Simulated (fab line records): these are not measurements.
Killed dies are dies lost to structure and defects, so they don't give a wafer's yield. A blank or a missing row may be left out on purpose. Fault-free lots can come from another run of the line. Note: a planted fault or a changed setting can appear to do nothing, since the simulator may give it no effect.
fab line records    flow n5-finfet
[record] lots = 12  wafers = 29  last-day = 17
route steps=1938 shown BEOL_M15@1811 PASS1_DEP@1831 MIM_TOP@1834 MIM_TOP_LITHO@1847 PASSIVATION@1936
lots untouched by any fault: they come from a run of this same line in which no faults occurred
start-h: the number of hours between the record's first day and the start of the first shown wafer of the lot    wait-h: time in hours since the lot's previous step    " unchanged from the row above    L1.1+2: a single row standing in for several wafers    - value missing, or start not given    * or withheld: withheld    < > ~ a bound
route shown NAME@n: names a module that has steps shown in the file, with the first one's number in the route    usual: mean/standard deviation taken from wafers without a fault    same: alike in all rows    chamber/n: place in a boat    sites: per-site readings    _std_site: their standard deviation    _edge_site: mean of outer sites minus mean of inner sites    radius-mm: for every site, how far away it sits from the centre of the wafer    mask NAME#n: copy n    behind: the tool/chamber that last shaped the wafer    hold: the reason the lot was held/the length of the hold in hours/how it ended    device: which transistor (n, p or np) failed to switch    end of line: the route-end tests of the same wafers    a step without rows: its recipe alone    killed: the dies lost at the first sort to structure and to defects; this is not the yield of the wafer    map: the dies of a wafer, with x for killed, . for not killed, _ for no die there
set.NAME: the setting as run; set.NAME@STEP: as run at that earlier step    model.NAME: the simulator's own value behind a step, which no gauge read
route steps across a sampled set of lots; one table per step, one row per wafer
services: a tool's chamber out of use, with start hour (start-h, from the record's first day; less than 0 if before it), hours out, and reason
[[steps]]
[step N5_BEOL_M15_STRIP_36]
[recipe] chemistry = O2  power-w = 600  temp-c = 60  pressure-mtorr = 30  rf-frequency-hz = 6e+07  bias-power-w = 0  overash-fraction = 0.3  o2-flow-sccm = 225
[usual] drypump-motor-current-A = 5.54/0.3  oes-product-au = 0.81/0.1  rf-vpp-V = 3.7/1  showerhead-plenum-p-Torr = 2.11/0.048  throttle-valve-pct = 16.73/0.24
lot.wafer  tool         chamber  start-h  wait-h  drypump-motor-current-A  oes-product-au  rf-hours-counter-h  rf-vpp-V  showerhead-plenum-p-Torr  throttle-valve-pct
L673.4     rie-diel-01  0        238.91   1.2     5.26                     0.85            54                  3.4       2.13                      16.89
L673.6     "            2        "        "       5.87                     0.72            -                   5.0       2.05                      16.98
L672.1     rie-diel-01  2        245.40   1.8     5.85                     0.71            230                 6.0       2.05                      17.02
L672.4     "            0        "        "       5.26                     0.85            56                  4.6       2.13                      16.91
L675.4     rie-diel-06  2        260.98   2.0     5.05                     0.84            -                   3.3       2.15                      16.78
L675.5     "            3        "        "       4.91                     0.68            -                   3.6       1.98                      17.28
L675.6     "            0        "        "       5.35                     0.72            -                   3.2       2.20                      16.74
L674.2     rie-diel-01  1        263.71   2.1     5.54                     0.70            185                 4.0       2.15                      16.75
L674.5     "            1        "        "       5.51                     0.72            -                   4.2       2.15                      16.76
L677.2     rie-diel-01  3        266.77   0.0     5.21                     0.67            254                 1.9       2.07                      17.01
L677.3     "            2        "        "       5.87                     0.70            238                 3.7       2.04                      17.04
L677.6     "            1        "        "       5.52                     0.74            -                   5.3       2.15                      16.74
L676.1     rie-diel-02  0        273.49   0.2     5.82                     0.82            72                  3.9       2.14                      16.71
L676.2     "            1        "        "       5.88                     0.70            241                 4.0       2.10                      16.81
L676.6     "            2        "        "       5.66                     0.94            -                   2.1       2.11                      16.13
L679.2     rie-diel-01  2        285.67   8.2     5.85                     0.70            245                 3.3       2.04                      17.01
L679.5     "            2        "        "       5.84                     0.69            -                   4.7       2.04                      17.00
L679.6     "            1        "        "       5.52                     0.70            -                   3.5       2.15                      16.76
L683.1     rie-diel-01  2        331.25   3.3     5.84                     1.00            2                   3.6       2.04                      16.59
L683.4     "            1        "        "       5.54                     0.70            210                 6.2       2.14                      16.75
L686.5     rie-diel-01  0        347.67   1.6     5.27                     0.83            -                   3.2       2.12                      16.98
L686.6     "            3        "        "       5.18                     0.90            -                   4.6       2.06                      16.67
L691.3     rie-diel-02  2        360.69   3.9     5.65                     0.88            52                  3.6       2.10                      16.20
L691.4     "            0        "        "       5.84                     0.81            -                   3.7       2.13                      16.75
L690.1     rie-diel-02  0        366.86   7.2     5.83                     0.79            105                 2.3       2.13                      16.76
L690.4     "            1        "        "       5.89                     0.91            11                  3.1       2.09                      16.31
L690.6     "            2        "        "       5.63                     0.87            -                   6.1       2.10                      16.18
L695.2     rie-diel-01  2        399.75   2.4     5.84                     0.94            25                  3.1       2.03                      16.60
L695.5     "            0        "        "       5.30                     0.81            -                   4.5       2.12                      16.97
[step N5_PASSIVATION_PECVD_00]
[recipe] material = SiO2  target-thk-a = 2000  temp-c = 400  precursor = SiH4/N2O  pressure-torr = 2.7  rf-w = 608  time-s = 11.2
[usual] chamber-pressure-Torr = 2.699/0.0055  heater-power-w = 617/77  showerhead-plenum-p-Torr = 8.19/0.076  susceptor-temp-C = 400.01/0.2  throttle-valve-pct = 51.4/2.7
lot.wafer  tool      chamber  start-h  wait-h  chamber-pressure-Torr  heater-power-w  showerhead-plenum-p-Torr  susceptor-temp-C  throttle-valve-pct
L673.4     pecvd-03  1        242.09   0.4     2.691                  560             8.15                      400.13            52.6
L673.6     "         2        "        "       2.689                  601             8.06                      400.43            47.5
L672.1     pecvd-01  0        248.37   0.8     2.699                  601             8.19                      400.18            53.9
L672.4     "         2        "        "       2.697                  686             8.23                      399.85            49.1
L675.4     pecvd-04  1        264.56   0.4     2.707                  698             8.18                      400.08            52.4
L675.5     "         1        "        "       2.699                  724             8.20                      399.80            52.7
L675.6     "         2        "        "       2.699                  624             8.36                      399.94            49.1
L674.2     pecvd-01  0        267.00   0.7     2.705                  753             8.20                      400.11            53.7
L674.5     "         2        "        "       2.697                  689             8.22                      399.59            49.3
L677.2     pecvd-03  0        270.53   0.7     2.690                  564             8.16                      399.98            50.0
L677.3     "         2        "        "       2.699                  596             8.09                      400.09            47.5
L677.6     "         0        "        "       2.702                  584             8.15                      400.06            50.1
L676.1     pecvd-03  1        276.93   0.8     2.693                  519             8.13                      400.05            52.5
L676.2     "         2        "        "       2.694                  622             8.11                      399.79            47.7
L676.6     "         2        "        "       2.704                  612             8.09                      399.45            47.4
L679.2     pecvd-03  0        288.59   0.7     2.697                  544             8.14                      400.18            50.1
L679.5     "         2        "        "       2.703                  552             8.12                      400.04            47.5
L679.6     "         0        "        "       2.699                  551             8.15                      399.93            50.1
L683.1     pecvd-03  1        334.75   0.8     2.707                  507             8.16                      399.33            52.6
L683.4     "         2        "        "       2.694                  485             8.11                      400.27            47.7
L686.5     pecvd-04  1        350.49   0.2     2.694                  646             8.20                      400.08            52.5
L686.6     "         2        "        "       2.692                  741             8.40                      399.83            49.3
L691.3     pecvd-01  2        363.95   0.5     2.699                  674             8.22                      399.86            49.5
L691.4     "         1        "        "       2.694                  553             8.27                      399.85            56.1
L690.1     pecvd-01  0        370.24   0.8     2.701                  600             8.20                      400.03            53.8
L690.4     "         2        "        "       2.695                  667             8.24                      400.00            49.9
L690.6     "         1        "        "       2.703                  539             8.26                      399.92            56.2
L695.2     pecvd-04  1        403.00   0.7     2.695                  718             8.18                      399.90            52.5
L695.5     "         2        "        "       2.698                  686             8.39                      400.08            49.7
[step N5_MIM_TOP_ALD_00]
[recipe] material = Al2O3  target-thk-a = *  temp-c = withheld  ald-precursor-family = TMA  ald-co-reactant = O3  pulse-time-s = withheld  purge-time-s = 3  co-reactant-purge-time-s = withheld  co-reactant-pulse-time-s = 3  ald-cycles = withheld
[usual] precursor-pulse-height-rel = 0.998/0.02
lot.wafer  tool       chamber  start-h  wait-h  precursor-pulse-height-rel
L673.4     ald-hk-01  0        242.64   0.1     1.003
L673.6     "          1        "        "       1.016
L672.1     ald-hk-02  2        248.60   0.1     0.980
L672.4     "          3        "        "       0.985
L675.4     ald-hk-03  3        264.77   0.1     1.010
L675.5     "          1        "        "       0.995
L675.6     "          0        "        "       1.007
L674.2     ald-hk-01  2        268.21   0.1     1.004
L674.5     "          3        "        "       0.993
L677.2     ald-hk-03  3        272.46   0.1     0.993
L677.3     "          2        "        "       1.004
L677.6     "          3        "        "       0.971
L676.1     ald-hk-02  1        278.41   0.1     1.025
L676.2     "          2        "        "       0.993
L676.6     "          3        "        "       0.977
L679.2     ald-hk-01  3        289.35   0.1     1.020
L679.5     "          3        "        "       1.005
L679.6     "          0        "        "       1.005
L683.1     ald-hk-01  3        335.70   0.1     1.004
L683.4     "          1        "        "       1.025
L686.5     ald-hk-03  0        351.41   0.1     0.972
L686.6     "          1        "        "       1.033
L691.3     ald-hk-01  0        364.98   0.1     1.025
L691.4     "          1        "        "       0.987
L690.1     ald-hk-03  1        372.12   0.1     0.976
L690.4     "          2        "        "       0.997
L690.6     "          3        "        "       1.021
L695.2     ald-hk-02  0        404.82   0.1     0.998
L695.5     "          1        "        "       0.974
[step N5_MIM_TOP_LITHO_CD_MEAS_08]
[recipe] target-cd-nm = 2000  landing-energy-ev = 500  detector = se-inlens
[usual] cd-nm = 1999.4/2.4
lot.wafer  tool       chamber  start-h  wait-h  cd-nm
L673.4     cd-sem-03  0        243.66   -       2001.7
L673.6     "          0        "        "       2001.1
L672.1     cd-sem-03  0        251.69   -       1998.4
L672.4     "          0        "        "       2000.0
L675.4     cd-sem-01  0        267.56   -       1998.1
L675.5     "          0        "        "       1999.1
L675.6     "          0        "        "       2000.1
L674.2     cd-sem-01  0        269.60   -       2002.4
L674.5     "          0        "        "       1995.5
L677.2     cd-sem-01  0        273.67   -       1997.7
L677.3     "          0        "        "       2001.1
L677.6     "          0        "        "       1997.8
L676.1     cd-sem-01  0        280.64   -       2001.4
L676.2     "          0        "        "       1998.2
L676.6     "          0        "        "       1999.4
L679.2     cd-sem-03  0        291.14   -       1998.8
L679.5     "          0        "        "       2002.6
L679.6     "          0        "        "       1998.5
L683.1     cd-sem-03  0        337.03   -       1999.6
L683.4     "          0        "        "       2001.3
L686.5     cd-sem-01  0        352.90   -       2000.3
L686.6     "          0        "        "       2001.9
L691.3     cd-sem-01  0        367.87   -       1997.4
L691.4     "          0        "        "       1995.2
L690.1     cd-sem-02  0        373.62   -       1998.5
L690.4     "          0        "        "       2003.0
L690.6     "          0        "        "       1997.0
L695.2     cd-sem-03  0        405.83   -       1996.6
L695.5     "          0        "        "       1996.7
[step N5_MIM_TOP_LITHO_INSPECT_12]
[recipe] mode = adi  inspect-instrument = macro
[usual] raw-defect-count = 2.3/1.6
lot.wafer  tool               chamber  start-h  wait-h  raw-defect-count
L673.4     defect-inspect-02  -        243.71   0.0     2
L673.6     "                  -        "        "       3
L672.1     defect-inspect-02  -        251.74   0.0     1
L672.4     "                  -        "        "       2
L675.4     defect-inspect-01  -        267.62   0.0     4
L675.5     "                  -        "        "       3
L675.6     "                  -        "        "       3
L674.2     defect-inspect-01  -        269.65   0.0     4
L674.5     "                  -        "        "       2
L677.2     defect-inspect-02  -        273.73   0.0     4
L677.3     "                  -        "        "       0
L677.6     "                  -        "        "       2
L676.1     defect-inspect-02  -        280.69   0.0     4
L676.2     "                  -        "        "       5
L676.6     "                  -        "        "       2
L679.2     defect-inspect-01  -        291.19   0.0     2
L679.5     "                  -        "        "       3
L679.6     "                  -        "        "       1
L683.1     defect-inspect-02  -        337.09   0.0     1
L683.4     "                  -        "        "       3
L686.5     defect-inspect-02  -        352.95   0.0     >300
L686.6     "                  -        "        "       >300
L691.3     defect-inspect-02  -        367.92   0.0     0
L691.4     "                  -        "        "       0
L690.1     defect-inspect-02  -        373.67   0.0     >300
L690.4     "                  -        "        "       >300
L690.6     "                  -        "        "       >300
L695.2     defect-inspect-02  -        405.89   0.0     4
L695.5     "                  -        "        "       1
[step N5_PASSIVATION_PROBE_49]
[usual] defect-limited-yield = 91.3/1.5  killed_at_M0_to_M3 = 33/12  killed_at_M4_up = 15/5.2  killed-at-contacts = 12/5.1  killed-at-front-end = 39/11  killed-at-other = 5/3.6  killed-dies = 103/18  killed-on-rim = 14/4.3  killed-open = 67/13  killed-short = 33/7.8  sort_bin_5_function = 5.1/0.96  sort_bin_6_memory = 3.2/0.71  sort_bin_8_speed = 0.01/0.063  sort-n-pass = 1077/18  sort-yield-pct = 91.3/1.5
[same] gross-dies = 1180  killed-at-back-side = 0  sort_bin_4_leakage[%] = 0
lot.wafer  tool       chamber  start-h  wait-h  defect-limited-yield[%]  killed_at_M0_to_M3  killed_at_M4_up  killed-at-contacts  killed-at-front-end  killed-at-other  killed-dies  killed-on-rim  killed-open  killed-short  sort_bin_5_function[%]  sort_bin_6_memory[%]  sort_bin_8_speed[%]  sort-n-pass  sort-yield-pct[%]
L683.1     prober-02  -        348.45   0.0     91.9                     33                  15               15                  31                   2                96           14             57           39            5.0                     2.7                   0                    1084         91.9
L683.4     prober-02  -        348.60   0.2     91.9                     34                  6                28                  22                   5                95           12             56           38            4.5                     3.2                   0                    1085         91.9
L686.5     prober-02  -        364.71   0.2     79.5                     29                  8                13                  61                   131              242          10             71           35            13.9                    3.6                   0                    938          79.5
L686.6     prober-02  -        364.76   0.3     77.5                     35                  16               8                   68                   138              265          14             88           38            14.2                    5.3                   0                    915          77.5
L690.1     prober-01  -        383.32   0.1     81.6                     31                  12               8                   32                   134              217          15             52           27            11.2                    4.1                   0                    963          81.6
L690.4     prober-01  -        383.47   0.2     85.9                     42                  14               7                   46                   57               166          31             67           44            7.8                     4.2                   0                    1014         85.9
L690.6     prober-01  -        383.57   0.3     86.2                     33                  19               5                   31                   75               163          29             62           26            8.5                     3.5                   0                    1017         86.2
// killed by level:class
L683.1 MOL_CONTACT_COAG:geometric-particle:open=10 FIN_SAQP:geometric-particle:short=9 BEOL_M1:geometric-particle:open=7 BEOL_M2:geometric-particle:open=7 STI_FIN_REVEAL:geometric-particle:open=6 MOL_CONTACT_COAG:geometric-particle:short=5 BEOL_M5:geometric-particle:open=5 FIN_SAQP:geometric-particle:open=4
L683.4 MOL_CONTACT_COAG:geometric-particle:open=17 MOL_CONTACT_COAG:geometric-particle:short=11 BEOL_M1:geometric-particle:open=8 GATE_CUT:geometric-particle:open=7 BEOL_M0_SAQP:geometric-particle:short=6 BEOL_M2:geometric-particle:open=5 BEOL_M3:geometric-particle:open=4 STARTING-WAFER:geometric-particle:short=4
L686.5 MIM_TOP:unspecified=128 FIN_SAQP:geometric-particle:open=16 STI_FIN_REVEAL:geometric-particle:open=14 FIN_SAQP:geometric-particle:short=12 MOL_CONTACT_COAG:geometric-particle:open=12 BEOL_M3:geometric-particle:open=8 HKMG_FIN:area-etch=8 BEOL_M0_SAQP:geometric-particle:short=7
L686.6 MIM_TOP:unspecified=138 STI_FIN_REVEAL:geometric-particle:open=19 BEOL_M3:geometric-particle:open=14 FIN_SAQP:geometric-particle:short=9 BEOL_M4:geometric-particle:open=9 FIN_SAQP:geometric-particle:open=9 STI_FIN_REVEAL:geometric-particle:short=8 MOL_CONTACT_COAG:geometric-particle:open=7
L690.1 MIM_TOP:unspecified=132 STI_FIN_REVEAL:geometric-particle:open=8 BEOL_M0_SAQP:geometric-particle:short=8 MOL_CONTACT_COAG:geometric-particle:open=6 BEOL_M3:geometric-particle:open=5 BEOL_M2:geometric-particle:open=5 FIN_SAQP:geometric-particle:short=4 BEOL_M0_SAQP:geometric-particle:open=4
L690.4 MIM_TOP:unspecified=55 FIN_SAQP:geometric-particle:open=15 FIN_SAQP:geometric-particle:short=11 BEOL_M0_SAQP:geometric-particle:short=9 BEOL_M0_SAQP:geometric-particle:open=9 BEOL_M5:geometric-particle:open=8 BEOL_M3:geometric-particle:open=8 STI_FIN_REVEAL:geometric-particle:open=6
L690.6 MIM_TOP:unspecified=74 BEOL_M3:geometric-particle:open=10 FIN_SAQP:geometric-particle:open=9 FIN_SAQP:geometric-particle:short=9 BEOL_M0_SAQP:geometric-particle:open=8 BEOL_M4:geometric-particle:open=7 BEOL_M0_SAQP:geometric-particle:short=5 BEOL_M5:geometric-particle:open=5
[[services]]
tool         chamber  start-h  hours  kind
rie-diel-01  2        220.13   3.2    repair
rie-diel-02  3        236.85   -      clean
rie-diel-02  3        236.85   -      consumable-replace:focus-ring
rie-diel-02  3        236.85   19.3   scheduled-down
rie-diel-02  3        236.85   19.3   vent-cycle
pecvd-01     1        246.46   25.7   repair
pecvd-03     -        250.52   2.8    pm
rie-diel-02  3        266.56   10.3   repair
rie-diel-01  3        276.92   -      clean
rie-diel-01  3        276.92   -      consumable-replace:focus-ring
rie-diel-01  3        276.92   17.9   scheduled-down
rie-diel-01  3        276.92   17.9   vent-cycle
rie-diel-01  2        298.99   -      clean
rie-diel-01  2        298.99   -      consumable-replace:focus-ring
rie-diel-01  2        298.99   20.1   scheduled-down
rie-diel-01  2        298.99   20.1   vent-cycle
pecvd-04     -        299.98   0.4    repair
pecvd-01     2        300.39   2.1    scheduled-down
rie-diel-02  1        304.80   -      clean
rie-diel-02  3        320.24   22.2   repair
ald-hk-02    -        333.17   3.1    repair
rie-diel-01  0        350.91   2.9    repair
rie-diel-06  2        352.76   1.7    repair
rie-diel-02  1        356.52   10.3   repair
[[key]]
[first-sign] step = N5_MIM_TOP_LITHO_INSPECT_12  reading = raw-defect-count  direction = up  sigmas = 99+  usual = 2.3  struck = >300
[effect] step = N5_PASSIVATION_PROBE_49  reading = killed-at-other  direction = up  sigmas = 29  usual = 5  struck = 107
[more-kills-born-at] N5_MIM_TOP_ALD_00@ald-hk-03 = 527
met-at N5_MIM_TOP_ALD_00
struck-lots L686,L690
not-acting-at N5_BEOL_M15_STRIP_36,N5_PASSIVATION_PECVD_00,N5_MIM_TOP_LITHO_CD_MEAS_08
onset-between 272.46 351.41
[fault] kind = chamber-particle-source  tool = ald-hk-03  chamber = -  onset-h = 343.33  steps = N5_MIM_TOP_ALD_00  rate-per-visit-cm2 = 0.96646  end-h = 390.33
